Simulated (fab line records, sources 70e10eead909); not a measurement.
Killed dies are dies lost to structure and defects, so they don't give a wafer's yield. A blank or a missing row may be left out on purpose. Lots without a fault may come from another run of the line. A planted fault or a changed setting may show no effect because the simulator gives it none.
Chamber matching | flow nand_harc | NHARC_A_STAIRCASE_TRIM_20 on rie_diel-12: 4 sister chambers
The step chemistry O2, time 211.2 s. 8 wafers are shown with their chamber, then 8 later ones without.

WAFERS WITH THEIR CHAMBER
wafer  | chamber | showerhead_plenum_p_Torr (Torr) | oes_product_au (a.u.)
L088.5 | 0       | 3.80                            | 0.991
L088.3 | 0       | 3.80                            | 1.004
L088.4 | 3       | 3.65                            | 1.009
L088.6 | 1       | 3.62                            | 0.989
L091.1 | 2       | 3.37                            | 1.031
L091.4 | 3       | 3.65                            | 1.014
L091.6 | 1       | 3.62                            | 1.004
L094.4 | 2       | 3.36                            | 1.016

WAFERS WITHOUT THEIR CHAMBER
wafer  | showerhead_plenum_p_Torr (Torr) | oes_product_au (a.u.)
L094.5 | 3.61                            | 1.009
L094.6 | 3.79                            | 1.014
L096.1 | 3.78                            | 1.015
L096.4 | 3.64                            | 1.012
L096.5 | 3.64                            | 1.011
L097.1 | 3.60                            | 1.014
L097.3 | 3.78                            | 1.017
L097.5 | 3.64                            | 1.019

WHICH CHAMBER EACH WENT THROUGH
wafer  | from the rows above | in truth
L094.5 | 1                   | 1
L094.6 | 0                   | 0
L096.1 | 0                   | 0
L096.4 | 3                   | 3
L096.5 | 3                   | 3
L097.1 | 1                   | 1
L097.3 | 0                   | 0
L097.5 | 3                   | 3
Placed correctly: 8 of 8. Can't be placed from these rows: 0. Placed wrongly: 0.
How it was worked out, from the rows above alone: a wafer's distance from a chamber is the root of the sum, over the readings, of the square of ((its reading less the chamber's mean) divided by the reading's scatter). The wafer belongs to the nearest chamber; if the next one is less than 2 further off, it can't be placed. A chamber's mean is the mean of its shown wafers. The scatter: the root of (the sum of the squares of (reading less its chamber's mean) over the shown wafers, divided by (wafers less chambers)).
